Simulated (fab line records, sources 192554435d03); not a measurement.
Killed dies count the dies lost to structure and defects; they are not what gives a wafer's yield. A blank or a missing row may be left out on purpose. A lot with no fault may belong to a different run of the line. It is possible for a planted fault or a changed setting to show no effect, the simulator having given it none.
fab line records	flow n5-finfet
[record] lots = 7	wafers = 21
route steps=1938 shown BEOL_M6@1212 BEOL_M7@1273 BEOL_M8@1368
start-h: hours from the record's opening day to when the first of the lot's shown wafers began	wait-h: hours since the lot's step before	" the same as in the row above	L1.1+2: several wafers, shown together as one row	- either no value or no given start	* or withheld: withheld	< > ~ a bound
route shown NAME@n: names a module that has steps shown in the file, with the first one's number in the route	usual: average and standard deviation across the fault-free wafers	same: alike in all rows	chamber/n: place in a boat	sites: the reading at each site	_std_site: the standard deviation of these	_edge_site: inner sites' mean taken away from outer sites' mean	radius-mm: how far each site lies from the wafer's centre	mask NAME#n: copy n	behind: the most recent tool/chamber to have shaped the wafer	hold: the reason the lot was held/the length of the hold in hours/how it ended	device: the transistor (n, p or np) that didn't switch	end of line: the route-end tests of the same wafers	step lacking rows: just its recipe	killed: not the wafer's yield, but the dies lost to structure and defects at the first sort	map: a wafer's dies, x killed, . not, _ none there
set.NAME: the run value of the setting; set.NAME@STEP: its run value at that earlier step	model.NAME: the simulator's own value behind a step, which no gauge read
lots run with intentionally changed settings; tables by step, rows by wafer
[[steps]]
[step N5_BEOL_M6_ETCH_62]
[recipe] chemistry = N2/H2	target = SOC	target-depth-a = 1100	overetch-a = 220	mask-material = SiARC	temp-c = 40	time-s = 165	ion-energy-ev = 200	pressure-mtorr = 30	source-w = 840	bias-w = 150	n2-flow-sccm = 200	h2-flow-sccm = 200
lot.wafer	tool	chamber	start-h	wait-h	set.time-s	model.SiARC_of_BEOL_M6_COAT_60.thk-nm
L077.1	rie-diel-05	3	272.16	0.0	165	28.4
L077.2	"	0	"	"	165	28.8
L077.6	"	0	"	"	165	28.6
L078.1	rie-diel-01	3	295.48	0.0	165	28.6
L078.2	"	0	"	"	190.4	27.6
L078.5	"	3	"	"	165	28.8
L085.1+6	rie-diel-04	1,0	309.78	0.0	165	28.2
L085.3	"	2	"	"	165	28.8
L086.1	rie-diel-05	2	315.30	0.0	165	28.2
L086.4	"	3	"	"	165	28.4
L086.5	"	2	"	"	165	28
L087.3+5	rie-diel-01	0,3	339.30	0.0	165	28.6
L087.6	"	0	"	"	165	28.4
L092.3	rie-diel-01	2	376.09	0.0	165	28
L092.4	"	3	"	"	165	28.6
L092.5	"	2	"	"	176.3	27.6
L095.3	rie-diel-05	2	419.97	0.0	165	28
L095.4	"	3	"	"	201.1	26.8
L095.5	"	2	"	"	201.1	26.6
[step N5_BEOL_M6_STRIP_68]
[recipe] chemistry = N2/H2	temp-c = 40	n2-flow-sccm = 200	h2-flow-sccm = 200	rf-frequency-hz = 6e+07
[step N5_BEOL_M6_STRIP_67]
[recipe] chemistry = CF4	resist = SiARC	power-w = 300	bias-power-w = 75	pressure-mtorr = 50	cf4-flow-sccm = 150	rf-frequency-hz = 6e+07
[step N5_BEOL_M6_HM_OPEN_17]
[recipe] chemistry = Cl2/BCl3	target-depth-a = 200	overetch-a = 60	target = TiN	mask-material = SOC	ion-energy-ev = 150	pressure-mtorr = 10	icp-w = 1000	bias-w = 126	Cl2_flow_sccm = 53.25	bcl3-flow-sccm = 21.75	Ar_flow_sccm = 25
lot.wafer	tool	chamber	start-h	wait-h	set.target-thk-a@BEOL_M6_HM_DEP_02	set.time-s@BEOL_M6_ETCH_62	model.etch.depth-nm
L077.1	rie-metal-03	1	272.35	0.0	224.6	165	22.51
L077.2	"	0	"	"	200	165	20.09
L077.6	"	0	"	"	200	165	20.47
L078.1	rie-metal-02	0	295.67	0.0	200	165	19.92
L078.2	"	1	"	"	200	190.4	17.4
L078.5	"	0	"	"	200	165	19.48
L085.1	rie-metal-03	0	310.01	0.1	200	165	20.3
L085.3	"	0	"	"	200	165	20.16
L085.6	"	0	"	"	200	165	20.13
L086.1	rie-metal-01	0	315.49	0.0	200	165	19.32
L086.4	"	0	"	"	200	165	19.84
L086.5	"	0	"	"	218.6	165	21.56
L087.3	rie-metal-02	1	339.55	0.1	200	165	20.21
L087.5	"	1	"	"	200	165	20.18
L087.6	"	1	"	"	200	165	20.42
L092.3	rie-metal-01	0	376.30	0.1	200	165	20.02
L092.4	"	1	"	"	200	165	20.24
L092.5	"	1	"	"	200	176.3	18.42
L095.3	rie-metal-03	0	420.19	0.1	200	165	20.19
L095.4	"	1	"	"	176.8	201.1	13.97
L095.5	"	0	"	"	200	201.1	16.54
[step N5_BEOL_M6_COAT_63]
[recipe] resist = SOC	temp-c = 250	time-s = 60	spin-rpm = 1500	resist-thk-nm = 60
lot.wafer	tool	chamber	start-h	wait-h	set.spin-rpm	model.SOC_of_BEOL_M6_COAT_63.thk-nm
L077.1	litho-track-01	0	273.52	1.0	1400	62.2
L077.2	"	0	"	"	1400	62.4
L077.6	"	0	"	"	1500	60.2
L078.1+2	litho-track-04	0	298.16	2.3	1500	60.2
L078.5	"	0	"	"	1500	60
L085.1	litho-track-04	0	310.44	0.2	1624	57.6
L085.3	"	0	"	"	1624	57.8
L085.6	"	0	"	"	1500	60.2
L086.1+5	litho-track-04	0	315.74	0.1	1500	60.2
L086.4	"	0	"	"	1500	60
L087.3+6	litho-track-05	0	340.82	1.0	1500	60
L087.5	"	0	"	"	1500	60.2
L092.3	litho-track-04	0	379.84	3.3	1500	60.2
L092.4	"	0	"	"	1413	62
L092.5	"	0	"	"	1500	60.4
L095.3+4	litho-track-01	0	420.47	0.0	1500	60
L095.5	"	0	"	"	1500	60.2
[step N5_BEOL_M6_COAT_64]
[recipe] resist = SiARC	temp-c = 220	time-s = 60	spin-rpm = 1500	resist-thk-nm = 12
[step N5_BEOL_M6_COAT_71]
[recipe] resist = underlayer	temp-c = 205	time-s = 60	spin-rpm = 1500	resist-thk-nm = 5
[step N5_BEOL_M6_ETCH_72]
[recipe] chemistry = N2/H2	target = underlayer	target-depth-a = 65	mask-material = CAR-EUV	time-s = 5.2	ion-energy-ev = 200	pressure-mtorr = 30	source-w = 840	bias-w = 150	n2-flow-sccm = 200	h2-flow-sccm = 200	ends = cleared
[step N5_BEOL_M6_ETCH_65]
[recipe] chemistry = CF4	target = SiARC	target-depth-a = 156	mask-material = CAR-EUV	time-s = 26	ion-energy-ev = 80	pressure-mtorr = 40	source-w = 545	bias-w = 36	Ar_flow_sccm = 100	cf4-flow-sccm = 100	ends = cleared
[step N5_BEOL_M6_ETCH_66]
[recipe] chemistry = N2/H2	target = SOC	target-depth-a = 800	overetch-a = 160	mask-material = SiARC	temp-c = 40	time-s = 120	ion-energy-ev = 200	pressure-mtorr = 30	source-w = 840	bias-w = 150	n2-flow-sccm = 200	h2-flow-sccm = 200
lot.wafer	tool	chamber	start-h	wait-h	set.spin-rpm@BEOL_M6_COAT_63	model.etch.depth-nm
L077.1	rie-diel-05	2	274.12	0.0	1400	62.24
L077.2	"	3	"	"	1400	62.46
L077.6	"	2	"	"	1500	60.18
L078.1	rie-diel-04	0	298.64	0.0	1500	60.17
L078.2	"	3	"	"	1500	60.1
L078.5	"	3	"	"	1500	60
L085.1	rie-diel-05	0	311.05	0.0	1624	57.59
L085.3	"	2	"	"	1624	57.81
L085.6	"	0	"	"	1500	60.13
L086.1	rie-diel-04	1	316.22	0.0	1500	60.22
L086.4	"	0	"	"	1500	60.02
L086.5	"	1	"	"	1500	60.12
L087.3	rie-diel-01	0	341.60	0.0	1500	60.01
L087.5	"	2	"	"	1500	60.13
L087.6	"	3	"	"	1500	59.98
L092.3	rie-diel-04	1	380.32	0.0	1500	60.11
L092.4	"	2	"	"	1413	62.07
L092.5	"	2	"	"	1500	60.34
L095.3	rie-diel-01	3	420.95	0.0	1500	60.01
L095.4	"	2	"	"	1500	60.08
L095.5	"	3	"	"	1500	60.15
[step N5_BEOL_M7_EXPOSE_08]
[recipe] mask-id = M7	na = 1.35	source-shape = dipole	sigma-inner = 0.817	sigma-outer = 0.97	polarization = te	dose-mj = 68.25
lot.wafer	tool	chamber	start-h	wait-h	mask	set.dose-mj
L077.1	arfi-scanner-03	0	280.55	-	M7#0	68.25
L077.2+6	"	0	"	"	M7#0	65.77
L078.1+5	arfi-scanner-01	0	304.11	-	M7#0	64.41
L078.2	"	0	"	"	M7#0	68.25
L085.1+6	arfi-scanner-03	0	317.46	-	M7#0	68.25
L085.3	"	0	"	"	M7#0	63.8
L086.1+5	arfi-scanner-01	0	323.19	-	M7#0	63.74
L086.4	"	0	"	"	M7#0	68.25
L087.3+5+6	arfi-scanner-02	0	346.87	-	M7#0	68.25
L092.3+4+5	arfi-scanner-01	0	386.68	-	M7#0	68.25
L095.3+4+5	arfi-scanner-01	0	426.25	-	M7#0	73.34
[step N5_BEOL_M7_PEB_09]
[recipe] peb-temp-c = withheld	peb-time-s = 60	resist = CAR-ArF
[step N5_BEOL_M7_DEVELOP_10]
[recipe] develop-time-s = 30	developer = TMAH	resist = CAR-ArF	rinse-liquid = diw	dry = air-spin	dev-temp-c = 23
[step N5_BEOL_M7_CD_MEAS_11]
[recipe] target-cd-nm = 38.5	landing-energy-ev = 500	detector = se-inlens	polarity = opening
[usual] cd-nm = 38.0/0.52
lot.wafer	tool	chamber	start-h	wait-h	set.dose-mj@BEOL_M7_EXPOSE_08	cd-nm
L077.1	cd-sem-01	0	280.68	-	68.25	38.4
L077.2	"	0	"	"	65.77	36.5
L077.6	"	0	"	"	65.77	37.2
L078.1	cd-sem-02	0	304.24	-	64.41	36.3
L078.2	"	0	"	"	68.25	39.1
L078.5	"	0	"	"	64.41	35.9
L085.1	cd-sem-03	0	317.59	-	68.25	38.0
L085.3	"	0	"	"	63.8	35.2
L085.6	"	0	"	"	68.25	38.5
L086.1	cd-sem-03	0	323.32	-	63.74	35.1
L086.4	"	0	"	"	68.25	37.4
L086.5	"	0	"	"	63.74	35.1
L087.3	cd-sem-03	0	346.99	-	68.25	38.5
L087.5	"	0	"	"	68.25	37.3
L087.6	"	0	"	"	68.25	39.1
L092.3	cd-sem-02	0	386.79	-	68.25	38.5
L092.4	"	0	"	"	68.25	38.1
L092.5	"	0	"	"	68.25	38.3
L095.3	cd-sem-01	0	426.37	-	73.34	41.6
L095.4	"	0	"	"	73.34	41.3
L095.5	"	0	"	"	73.34	41.1
[step N5_BEOL_M7_DESCUM_16]
[recipe] chemistry = O2	time-s = 7.9	source-power-w = 50	bias-power-w = 20	pressure-mtorr = 20	rf-frequency-hz = 2.712e+07	temp-c = 40	resist = CAR-ArF	o2-flow-sccm = 225
[step N5_BEOL_M7_ETCH_61]
[recipe] chemistry = CF4	target = SiARC	target-depth-a = 455	mask-material = CAR-ArF	time-s = 75.8	ion-energy-ev = 80	pressure-mtorr = 40	source-w = 545	bias-w = 36	Ar_flow_sccm = 100	cf4-flow-sccm = 100	ends = cleared
lot.wafer	tool	chamber	start-h	wait-h	set.dose-mj@BEOL_M7_EXPOSE_08	model.BEOL_M7.cd-offset-nm
L077.1	rie-diel-02	0	280.81	0.0	68.25	-0.2
L077.2	"	2	"	"	65.77	-1.6
L077.6	"	2	"	"	65.77	-1.2
L078.1+5	rie-diel-06	2	304.39	0.0	64.41	-2.4
L078.2	"	0	"	"	68.25	0
L085.1	rie-diel-06	0	317.71	0.0	68.25	-0.4
L085.3	"	3	"	"	63.8	-3
L085.6	"	1	"	"	68.25	0.4
L086.1	rie-diel-06	0	324.03	0.0	63.74	-3.6
L086.4	"	2	"	"	68.25	-0.2
L086.5	"	2	"	"	63.74	-3
L087.3	rie-diel-06	0	347.11	0.0	68.25	0.2
L087.5	"	0	"	"	68.25	-0.4
L087.6	"	1	"	"	68.25	0.6
L092.3	rie-diel-02	3	386.95	0.0	68.25	0.4
L092.4	"	1	"	"	68.25	-0.4
L092.5	"	2	"	"	68.25	-0.2
L095.3	rie-diel-02	3	426.51	0.0	73.34	3.8
L095.4	"	2	"	"	73.34	2.8
L095.5	"	1	"	"	73.34	3
[step N5_BEOL_M7_ETCH_62]
[recipe] chemistry = N2/H2	target = SOC	target-depth-a = 1100	overetch-a = 220	mask-material = SiARC	temp-c = 40	time-s = 165	ion-energy-ev = 200	pressure-mtorr = 30	source-w = 840	bias-w = 150	n2-flow-sccm = 200	h2-flow-sccm = 200
[step N5_BEOL_M7_STRIP_68]
[recipe] chemistry = N2/H2	temp-c = 40	n2-flow-sccm = 200	h2-flow-sccm = 200	rf-frequency-hz = 6e+07
[step N5_BEOL_M7_HM_OPEN_17]
[recipe] chemistry = Cl2/BCl3	target-depth-a = 200	overetch-a = 60	target = TiN	mask-material = SOC	ion-energy-ev = 150	pressure-mtorr = 10	icp-w = 1000	bias-w = 126	Cl2_flow_sccm = 53.25	bcl3-flow-sccm = 21.75	Ar_flow_sccm = 25
[step N5_BEOL_M7_STRIP_19]
[recipe] chemistry = O2	power-w = 400	temp-c = 40	pressure-mtorr = 30	rf-frequency-hz = 6e+07	bias-power-w = 0	overash-fraction = 0.2	o2-flow-sccm = 225
[step N5_BEOL_M7_CD_MEAS_18]
[recipe] pitch-nm = 80	target-cd-nm = 40
[usual] cd-nm = 39.7/0.55
lot.wafer	tool	chamber	start-h	wait-h	set.dose-mj@BEOL_M7_EXPOSE_08	cd-nm
L077.1	cd-sem-01	-	281.32	0.0	68.25	39.7
L077.2	"	-	"	"	65.77	39.0
L077.6	"	-	"	"	65.77	39.6
L078.1	cd-sem-02	-	305.06	0.0	64.41	37.3
L078.2	"	-	"	"	68.25	40.3
L078.5	"	-	"	"	64.41	37.2
L085.1	cd-sem-03	-	318.14	0.0	68.25	40.2
L085.3	"	-	"	"	63.8	37.2
L085.6	"	-	"	"	68.25	39.6
L086.1	cd-sem-01	-	324.46	0.1	63.74	36.7
L086.4	"	-	"	"	68.25	39.5
L086.5	"	-	"	"	63.74	36.7
L087.3	cd-sem-02	-	347.54	0.1	68.25	40.6
L087.5	"	-	"	"	68.25	40.6
L087.6	"	-	"	"	68.25	40.1
L092.3	cd-sem-03	-	387.38	0.1	68.25	40.2
L092.4	"	-	"	"	68.25	39.4
L092.5	"	-	"	"	68.25	40.2
L095.3	cd-sem-02	-	426.97	0.1	73.34	43.7
L095.4	"	-	"	"	73.34	42.7
L095.5	"	-	"	"	73.34	42.3
[step N5_BEOL_M7_COAT_63]
[recipe] resist = SOC	temp-c = 250	time-s = 60	spin-rpm = 1500	resist-thk-nm = 60
[step N5_BEOL_M7_COAT_64]
[recipe] resist = SiARC	temp-c = 220	time-s = 60	spin-rpm = 1500	resist-thk-nm = 12
[step N5_BEOL_M7_PRECLEAN_42]
[recipe] chemistry = residue-remover	time-s = 60	temp-c = 40
[step N5_BEOL_M7_SRD_43]
[recipe] time-s = 30	temp-c = 23	rinse-liquid = diw	dry = ipa-marangoni
[step N5_BEOL_M7_CD_MEAS_35]
[recipe] target-cd-nm = 40	polarity = opening
[usual] cd-nm = 39.7/0.55
lot.wafer	tool	chamber	start-h	wait-h	set.dose-mj@BEOL_M7_EXPOSE_08	cd-nm
L077.1	cd-sem-01	-	282.90	0.0	68.25	39.8
L077.2	"	-	"	"	65.77	39.2
L077.6	"	-	"	"	65.77	39.7
L078.1	cd-sem-03	-	306.25	0.0	64.41	37.2
L078.2	"	-	"	"	68.25	39.9
L078.5	"	-	"	"	64.41	37.0
L085.1	cd-sem-01	-	323.06	0.0	68.25	40.2
L085.3	"	-	"	"	63.8	37.1
L085.6	"	-	"	"	68.25	40.0
L086.1	cd-sem-02	-	325.86	0.0	63.74	36.6
L086.4	"	-	"	"	68.25	39.9
L086.5	"	-	"	"	63.74	36.7
L087.3	cd-sem-01	-	350.16	0.0	68.25	40.7
L087.5	"	-	"	"	68.25	40.1
L087.6	"	-	"	"	68.25	40.0
L092.3	cd-sem-02	-	390.90	0.0	68.25	39.8
L092.4	"	-	"	"	68.25	39.0
L092.5	"	-	"	"	68.25	40.2
L095.3	cd-sem-03	-	429.96	0.0	73.34	43.5
L095.4	"	-	"	"	73.34	43.0
L095.5	"	-	"	"	73.34	42.6
[step N5_BEOL_M8_DESCUM_33]
[recipe] chemistry = O2	time-s = 7	source-power-w = 50	bias-power-w = 20	pressure-mtorr = 20	rf-frequency-hz = 2.712e+07	temp-c = 40	resist = CAR-EUV	o2-flow-sccm = 225
lot.wafer	tool	chamber	start-h	wait-h	set.time-s	model.CAR-EUV_of_BEOL_M8_COAT_22.thk-nm
L077.1	rie-diel-05	1	291.36	0.1	7	26
L077.2	"	2	"	"	6.167	26.6
L077.6	"	0	"	"	7	26.2
L078.1+5	rie-diel-01	1,0	314.46	0.6	7	26.2
L078.2	"	2	"	"	8.051	25.6
L085.1	rie-diel-01	2	330.85	0.1	7.989	25.6
L085.3	"	1	"	"	7	26.4
L085.6	"	1	"	"	7.989	25.8
L086.1+5	rie-diel-04	0,2	335.50	0.6	7	26.2
L086.4	"	2	"	"	5.666	26.8
L087.3+5+6	rie-diel-01	2,3,1	356.48	0.0	7	26
L092.3	rie-diel-04	1	398.29	0.0	8.305	25.4
L092.4	"	2	"	"	8.305	25.6
L092.5	"	0	"	"	7	26
L095.3+5	rie-diel-01	2,3	438.58	0.1	7	26
L095.4	"	0	"	"	6.143	26.4
[step N5_BEOL_M8_ETCH_72]
[recipe] chemistry = N2/H2	target = underlayer	target-depth-a = 65	mask-material = CAR-EUV	time-s = 5.2	ion-energy-ev = 200	pressure-mtorr = 30	source-w = 840	bias-w = 150	n2-flow-sccm = 200	h2-flow-sccm = 200	ends = cleared
lot.wafer	tool	chamber	start-h	wait-h	set.time-s@BEOL_M8_DESCUM_33	model.CAR-EUV_of_BEOL_M8_COAT_22.thk-nm
L077.1	rie-diel-05	1	291.40	0.0	7	20.2
L077.2	"	2	"	"	6.167	20.8
L077.6	"	0	"	"	7	20.4
L078.1	rie-diel-01	1	314.49	0.0	7	20.6
L078.2	"	2	"	"	8.051	19.8
L078.5	"	0	"	"	7	20.4
L085.1	rie-diel-01	2	330.89	0.0	7.989	19.8
L085.3	"	1	"	"	7	20.6
L085.6	"	1	"	"	7.989	20
L086.1+5	rie-diel-04	0,2	335.54	0.0	7	20.4
L086.4	"	2	"	"	5.666	21.2
L087.3+5	rie-diel-01	2,3	356.51	0.0	7	20.2
L087.6	"	1	"	"	7	20.4
L092.3	rie-diel-04	1	398.32	0.0	8.305	19.6
L092.4	"	2	"	"	8.305	19.8
L092.5	"	0	"	"	7	20.4
L095.3+5	rie-diel-01	2,3	438.62	0.0	7	20.2
L095.4	"	0	"	"	6.143	20.6
[step N5_BEOL_M8_ETCH_65]
[recipe] chemistry = CF4	target = SiARC	target-depth-a = 156	mask-material = CAR-EUV	time-s = 26	ion-energy-ev = 80	pressure-mtorr = 40	source-w = 545	bias-w = 36	Ar_flow_sccm = 100	cf4-flow-sccm = 100	ends = cleared
lot.wafer	tool	chamber	start-h	wait-h	set.time-s@BEOL_M8_DESCUM_33	model.CAR-EUV_of_BEOL_M8_COAT_22.thk-nm
L077.1	rie-diel-05	1	291.41	0.0	7	11
L077.2	"	2	"	"	6.167	11.6
L077.6	"	0	"	"	7	11.2
L078.1+5	rie-diel-01	1,0	314.51	0.0	7	11.2
L078.2	"	2	"	"	8.051	10.6
L085.1	rie-diel-01	2	330.91	0.0	7.989	10.6
L085.3	"	1	"	"	7	11.4
L085.6	"	1	"	"	7.989	10.8
L086.1+5	rie-diel-04	0,2	335.55	0.0	7	11.2
L086.4	"	2	"	"	5.666	12
L087.3+5+6	rie-diel-01	2,3,1	356.53	0.0	7	11
L092.3	rie-diel-04	1	398.34	0.0	8.305	10.4
L092.4	"	2	"	"	8.305	10.6
L092.5	"	0	"	"	7	11.2
L095.3+5	rie-diel-01	2,3	438.63	0.0	7	11
L095.4	"	0	"	"	6.143	11.4
[step N5_BEOL_M8_TRENCH_ETCH_37]
[recipe] chemistry = C4F6/O2	target-depth-a = 934.78	target = SiCOH_lowk	time-s = 31.2	ion-energy-ev = 250	pressure-mtorr = 30	source-w = 345	bias-w = 185	Ar_flow_sccm = 300	C4F6_flow_sccm = 10	O2_flow_sccm = 10
lot.wafer	tool	chamber	start-h	wait-h	set.source-w	model.BEOL_M8.feature-depth-nm	model.etch.depth-nm
L077.1	rie-diel-05	1	-	-	397	95.8	95.7
L077.2	"	2	"	"	397	98.8	98.84
L077.6	"	0	"	"	345	91.6	91.51
L078.1	rie-diel-01	1	-	-	284.5	84	83.93
L078.2	"	2	"	"	345	95	94.91
L078.5	"	0	"	"	345	91.4	91.38
L085.1	rie-diel-01	2	-	-	345	94.4	94.5
L085.3	"	1	"	"	345	91	91.01
L085.6	"	1	"	"	345	91.2	91.24
L086.1	rie-diel-04	0	-	-	396.8	100.2	100.2
L086.4	"	2	"	"	345	90.8	90.89
L086.5	"	2	"	"	345	91.4	91.41
L087.3	rie-diel-01	2	-	-	345	95.2	95.18
L087.5	"	3	"	"	345	92.2	92.19
L087.6	"	1	"	"	345	91.6	91.6
L092.3	rie-diel-04	1	-	-	345	94	93.93
L092.4	"	2	"	"	364.4	93	92.92
L092.5	"	0	"	"	345	95	95.05
L095.3	rie-diel-01	2	-	-	394.1	100.4	100.4
L095.4	"	0	"	"	394.1	99.2	99.19
L095.5	"	3	"	"	345	91.2	91.11
[step N5_BEOL_M8_ETCH_41]
[recipe] chemistry = CH3F/O2	target = SiCN	target-depth-a = 319	taper-deg = 2	time-s = 57.8	ion-energy-ev = 120	mask-material = TiN	pressure-mtorr = 30	source-w = 395	bias-w = 75	Ar_flow_sccm = 150	CH3F_flow_sccm = 30	O2_flow_sccm = 20
[step N5_BEOL_M8_STRIP_80]
[recipe] chemistry = N2/H2	time-s = 10	power-w = 450	temp-c = 40	pressure-mtorr = 20	rf-frequency-hz = 6e+07	bias-power-w = 7	n2-flow-sccm = 200	h2-flow-sccm = 200
[step N5_BEOL_M8_OCD_MEAS_38]
[usual] trench-depth-nm = 92.9/1.8
lot.wafer	tool	chamber	start-h	wait-h	set.source-w@BEOL_M8_TRENCH_ETCH_37	trench-depth-nm
L077.1	ocd-02	-	291.79	-	397	96.2
L077.2	"	-	"	"	397	98.7
L077.6	"	-	"	"	345	91.8
L078.1	ocd-01	-	314.89	-	284.5	83.2
L078.2	"	-	"	"	345	95.0
L078.5	"	-	"	"	345	91.2
L085.1	ocd-02	-	331.29	-	345	94.0
L085.3	"	-	"	"	345	90.7
L085.6	"	-	"	"	345	91.1
L086.1	ocd-01	-	335.93	-	396.8	100.0
L086.4	"	-	"	"	345	91.3
L086.5	"	-	"	"	345	90.8
L087.3	ocd-01	-	356.91	-	345	94.8
L087.5	"	-	"	"	345	92.1
L087.6	"	-	"	"	345	91.2
L092.3	ocd-02	-	398.72	-	345	94.0
L092.4	"	-	"	"	364.4	93.2
L092.5	"	-	"	"	345	95.6
L095.3	ocd-01	-	439.02	-	394.1	100.6
L095.4	"	-	"	"	394.1	99.2
L095.5	"	-	"	"	345	91.1
[[key]]
[split] step = N5_BEOL_M6_ETCH_62	setting = time-s	stated = 165	by = wafer
[response] step = N5_BEOL_M6_ETCH_62	reading = model.SiARC_of_BEOL_M6_COAT_60.thk-nm	change = -0.0658	per = 1%	r = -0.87
[response] step = N5_BEOL_M6_HM_OPEN_17	reading = model.etch.depth-nm	slope = -0.17	per = 1%	together-with = target-thk-a@BEOL_M6_HM_DEP_02	explained = 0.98
[split] step = N5_BEOL_M6_COAT_63	setting = spin-rpm	stated = 1500	by = wafer
[response] step = N5_BEOL_M6_COAT_63	reading = model.SOC_of_BEOL_M6_COAT_63.thk-nm	change = -0.304	per = 1%	r = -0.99
[response] step = N5_BEOL_M6_ETCH_66	reading = model.etch.depth-nm	change = -0.309	per = 1%	r = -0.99
[split] step = N5_BEOL_M7_EXPOSE_08	setting = dose-mj	stated = 68.25	by = wafer
[response] step = N5_BEOL_M7_CD_MEAS_11	reading = cd-nm	change = +0.438	per = 1%	r = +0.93
[response] step = N5_BEOL_M7_ETCH_61	reading = model.BEOL_M7.cd-offset-nm	change = +0.442	per = 1%	r = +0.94
[response] step = N5_BEOL_M7_CD_MEAS_18	reading = cd-nm	change = +0.419	per = 1%	r = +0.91
[response] step = N5_BEOL_M7_CD_MEAS_35	reading = cd-nm	change = +0.447	per = 1%	r = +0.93
[split] step = N5_BEOL_M8_DESCUM_33	setting = time-s	stated = 7	by = wafer
[response] step = N5_BEOL_M8_DESCUM_33	reading = model.CAR-EUV_of_BEOL_M8_COAT_22.thk-nm	change = -0.0354	per = 1%	r = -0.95
[response] step = N5_BEOL_M8_ETCH_72	reading = model.CAR-EUV_of_BEOL_M8_COAT_22.thk-nm	change = -0.0417	per = 1%	r = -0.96
[response] step = N5_BEOL_M8_ETCH_65	reading = model.CAR-EUV_of_BEOL_M8_COAT_22.thk-nm	change = -0.0407	per = 1%	r = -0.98
[split] step = N5_BEOL_M8_TRENCH_ETCH_37	setting = source-w	stated = 345	by = wafer
[response] step = N5_BEOL_M8_TRENCH_ETCH_37	reading = model.BEOL_M8.feature-depth-nm	change = +0.501	per = 1%	r = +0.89
[response] step = N5_BEOL_M8_TRENCH_ETCH_37	reading = model.etch.depth-nm	change = +0.502	per = 1%	r = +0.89
[response] step = N5_BEOL_M8_OCD_MEAS_38	reading = trench-depth-nm	change = +0.513	per = 1%	r = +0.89
split outside-this-file step=N5_BEOL_M6_HM_DEP_02 setting=target-thk-a
// split outside-this-file: this setting was split too, and the file shows its column; the key of that split is in another file
